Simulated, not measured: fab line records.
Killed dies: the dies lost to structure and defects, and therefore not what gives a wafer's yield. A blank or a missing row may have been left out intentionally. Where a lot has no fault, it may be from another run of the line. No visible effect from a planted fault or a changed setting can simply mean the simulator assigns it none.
Struck lot and sound lot, side by side    flow n5 finfet    41 steps out of a route of 1938
Sound: the wafers L151.1, L151.4, L151.5. The struck wafers were L153.2, L153.3, L153.6. The cause comes at the end.
At each step with rows: each side's tool, then ch and its chambers, then its first start. Under that, the readings that differ: sound wafers    struck wafers    difference of the means    sigmas: that difference in standard deviations of wafers without a fault.
alike: same words and numbers on both sides, and readings whose means sit less than 2 such deviations apart. not compared: any withheld reading, any reading some wafer has no value for, any bound like >300 that may hide the same value, and any number with overlapping values for which the record gives no deviation.
Wherever a step has rows on one side only, a row that says differs or no value, or a row with sigmas, the two part there. Numbers that have no deviation but don't overlap get no sigmas and don't part them. A reading that every wafer of one side lacks parts them only if that side has two wafers or more.

first, 2 steps without rows for these wafers: N5_BEOL_M3_ANNEAL_82 (time 240 s); N5_BEOL_M3_SPUTTER_86 (material Cu, target thk 4.5 nm, time 8.29 s).
N5_BEOL_M3_ANNEAL_87: time 240 s.
  sound on pvd sputter-01, day 8 09:32; struck on pvd sputter-02, day 8 12:24
  alike: heater power w
then, 6 steps without rows for these wafers: N5_BEOL_M3_SPUTTER_88 (material Cu, target thk 4.5 nm, time 8.29 s); N5_BEOL_M3_ANNEAL_89 (time 240 s); N5_BEOL_M3_SPUTTER_90 (material Cu, target thk 4.5 nm, time 8.29 s); N5_BEOL_M3_ANNEAL_91 (time 240 s); N5_BEOL_M3_SPUTTER_92 (material Cu, target thk 4.5 nm, time 8.29 s); N5_BEOL_M3_ANNEAL_93 (time 240 s).
N5_BEOL_M3_SPUTTER_94: material Cu, target thk 4.5 nm, time 8.29 s.
  sound on pvd sputter-01, day 8 10:20; struck on pvd sputter-02, day 8 13:12
  alike: throttle valve pct
then, 2 steps without rows for these wafers: N5_BEOL_M3_ANNEAL_95 (time 240 s); N5_BEOL_M3_SPUTTER_96 (material Cu, target thk 4.5 nm, time 8.29 s).
N5_BEOL_M3_ECD_50: material Cu, target thk 300 nm.
  sound on ecd cu-02 ch 0,1, day 8 10:40; struck on ecd cu-02 ch 0, day 8 13:33
then, 2 steps without rows for these wafers: N5_BEOL_M3_ANNEAL_51 (time 90 s); N5_BEOL_M3_CMP_52 (polishes, stops on SiOC, t overpolish 6.8 s, target thk 40 nm).
N5_BEOL_M3_THK_MEAS_53: measures by xrf.
  sound on film metro-01, day 8 11:20; struck on film metro-01, day 8 14:47
  alike: M3_THK
then, 4 steps without rows for these wafers: N5_BEOL_M3_PRE_CLEAN_60 (time 15 s); N5_BEOL_M3_CO_CAP_55 (material Co, precursor CCTBA/H2, target thk 2 nm, time 102.1 s); N5_BEOL_M3_PRE_CLEAN_56 (time 15 s); N5_BEOL_M3_DEP_57 (deposits SiCN from 3MS/NH3, target thk 8 nm, time 14 s).
N5_BEOL_M3_RS_MEAS_58: uses a four-point probe to measure.
  sound on film metro-01, day 8 11:37; struck on film metro-01, day 8 15:03
  alike: M3_RS
then, 1 step without rows for these wafers: N5_BEOL_M4_ILD_DEP_00 (deposits SiOC from DEMS/O2, target thk 79 nm, time 15.3 s).
N5_BEOL_M4_THK_MEAS_01:
  sound on film metro-01, day 8 11:44; struck on film metro-01, day 8 15:11
  alike: M4_ILD_THK
then, 1 step without rows for these wafers: N5_BEOL_M4_PECVD_72 (deposits SiO2 from TEOS/O2, target thk 16 nm, time 18 s).
N5_BEOL_M4_HM_DEP_02: deposits TiN, target thk 20 nm.
  sound on pvd sputter-02, day 8 13:30; struck on pvd sputter-01, day 8 16:55
  alike: throttle valve pct
then, 9 steps without rows for these wafers: N5_BEOL_M4_COAT_61 (time 60 s, resist thk 60 nm); N5_BEOL_M4_COAT_62 (time 60 s, resist thk 12 nm); N5_BEOL_M4_COAT_73 (time 60 s, resist thk 5 nm); N5_BEOL_M4_COAT_05 (resist thk 30 nm); N5_BEOL_M4_EBR_07; N5_BEOL_M4_SOFTBAKE_06 (time 60 s); N5_BEOL_M4_EXPOSE_08 (exposes mask M4); N5_BEOL_M4_PEB_09 (peb time 60 s); N5_BEOL_M4_DEVELOP_10 (develop time 30 s).
N5_BEOL_M4_CD_MEAS_11: the cd target is 16.79 nm.
  sound on cd sem-02 ch 0, day 8 14:02; struck on cd sem-03 ch 0, day 8 17:19
  alike: cd nm
N5_BEOL_M4_OVL_MEAS_12:
  sound on overlay-02 ch 0, day 8 14:04; struck on overlay-02 ch 0, day 8 17:20
  alike: M4_OVL
then, 2 steps without rows for these wafers: N5_BEOL_M4_DESCUM_16 (chemistry O2, time 7 s); N5_BEOL_M4_ETCH_74 (etches underlayer in N2/H2, target depth 6.5 nm, time 5.2 s).
N5_BEOL_M4_ETCH_63: etches SiARC in CF4, target depth 15.6 nm, time 26 s.
  sound on rie diel-06 ch 1,2, day 8 14:29; struck on rie diel-06 ch 2,3, day 8 17:38
  alike: drypump motor current A, etch rf on time s, mfc ar sccm, oes product au, rf vpp V, showerhead plenum p Torr, throttle valve pct
  not compared: rf hours counter h
N5_BEOL_M4_ETCH_64: etches SOC in N2/H2, target depth 75 nm, overetch 22.5 nm, time 121.9 s.
  sound on rie diel-06 ch 1,2, day 8 14:31; struck on rie diel-06 ch 2,3, day 8 17:40
  alike: drypump motor current A, oes product au, rf vpp V, showerhead plenum p Torr, throttle valve pct
  not compared: rf hours counter h
-- the record jumps here: 5 days lie between the struck wafers' starts before and after (it left off in module BEOL_M4 and takes up again in module PASSIVATION, whose first step shown is number 1936 of the route) --
N5_PASSIVATION_PROBE_49:
  sound on prober-01, day 12 17:52; struck on prober-02, day 13 17:59
reading                   sound           struck          difference  sigmas
defect limited yield (%)  90.5 90.3 90.8  66.5 69.0 66.8  -23.1       -15
killed_at_M0_to_M3        36 38 39        341 347 352     +309        +36
killed at front end       49 49 45        30 11 18        -28         -2
killed dies               112 114 108     395 366 392     +273        +15
killed on rim             18 20 14        52 45 46        +30         +7
killed short              42 36 44        30 13 20        -20         -3
sort_bin_5_function (%)   5.5 4.9 5.2     19.2 18.3 19.7  +13.9       +14
sort_bin_6_memory (%)     3.8 4.2 3.6     12.6 10.8 12.0  +7.9        +12
sort_bin_8_speed (%)      2.03 0 0        0 0 0           -1          -4
sort n pass               1044 1066 1072  785 814 788     -265        -15
sort yield pct (%)        88.5 90.3 90.8  66.5 69.0 66.8  -22.4       -15
  alike: killed_at_M4_up, killed at contacts, killed at other, killed open, sort_bin_4_leakage

== WHERE THEY PART ==
Only at N5_PASSIVATION_PROBE_49, as far as this record shows.

WHY: what the simulator had put in
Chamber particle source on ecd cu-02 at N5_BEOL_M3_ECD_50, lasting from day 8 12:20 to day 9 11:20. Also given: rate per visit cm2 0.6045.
